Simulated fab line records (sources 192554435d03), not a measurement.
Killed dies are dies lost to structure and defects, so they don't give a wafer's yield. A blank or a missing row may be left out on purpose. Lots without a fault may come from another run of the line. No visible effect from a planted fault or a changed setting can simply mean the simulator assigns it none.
Chamber matching | flow n5 finfet | rie diel-04 running N5_BEOL_M8_ETCH_65: 4 sister chambers
The step etches SiARC in CF4, target depth 15.6 nm, time 26 s. 7 wafers are shown with their chamber, then 8 later ones without.

WAFERS, EACH WITH ITS CHAMBER
wafer  | chamber | drypump motor current A (A) | oes product au (a.u.)
L077.2 | 1       | 5.89                        | 0.60
L075.5 | 0       | 5.53                        | 0.59
L079.1 | 2       | 5.41                        | 0.81
L076.3 | 3       | 5.23                        | 0.62
L076.4 | 3       | 5.20                        | 0.62
L076.5 | 2       | 5.39                        | 0.81
L086.2 | 0       | 5.52                        | 0.58

WAFERS WHOSE CHAMBER IS MISSING
wafer  | drypump motor current A (A) | oes product au (a.u.)
L086.3 | 5.20                        | 0.61
L086.4 | 5.90                        | 0.59
L093.1 | 5.90                        | 0.79
L093.2 | 5.42                        | 0.74
L093.4 | 5.23                        | 0.58
L096.2 | 5.91                        | 0.79
L096.3 | 5.52                        | 0.77
L096.5 | 5.22                        | 0.58

CHAMBER TAKEN BY EACH
wafer  | from the rows above | in truth
L086.3 | 3                   | 3
L086.4 | 1                   | 1
L093.1 | 2                   | 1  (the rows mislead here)
L093.2 | 2                   | 2
L093.4 | 3                   | 3
L096.2 | 2                   | 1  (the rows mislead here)
L096.3 | 2                   | 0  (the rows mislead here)
L096.5 | 3                   | 3
5 of 8 placed correctly. Number that these rows cannot place: 0. Number placed wrongly: 3.
How it was worked out, from the rows above alone: a wafer's distance from a chamber is the root of the sum, over the readings, of the square of ((its reading less the chamber's mean) divided by the reading's scatter). If the next closest chamber is less than 2 further off than the closest, the wafer can't be placed; otherwise it belongs to the closest. Each chamber's mean is taken over the wafers shown for it. How the scatter is found: for the shown wafers, subtract from each reading the mean of its chamber, square and add these, divide the total by (wafers less chambers), then take the root.
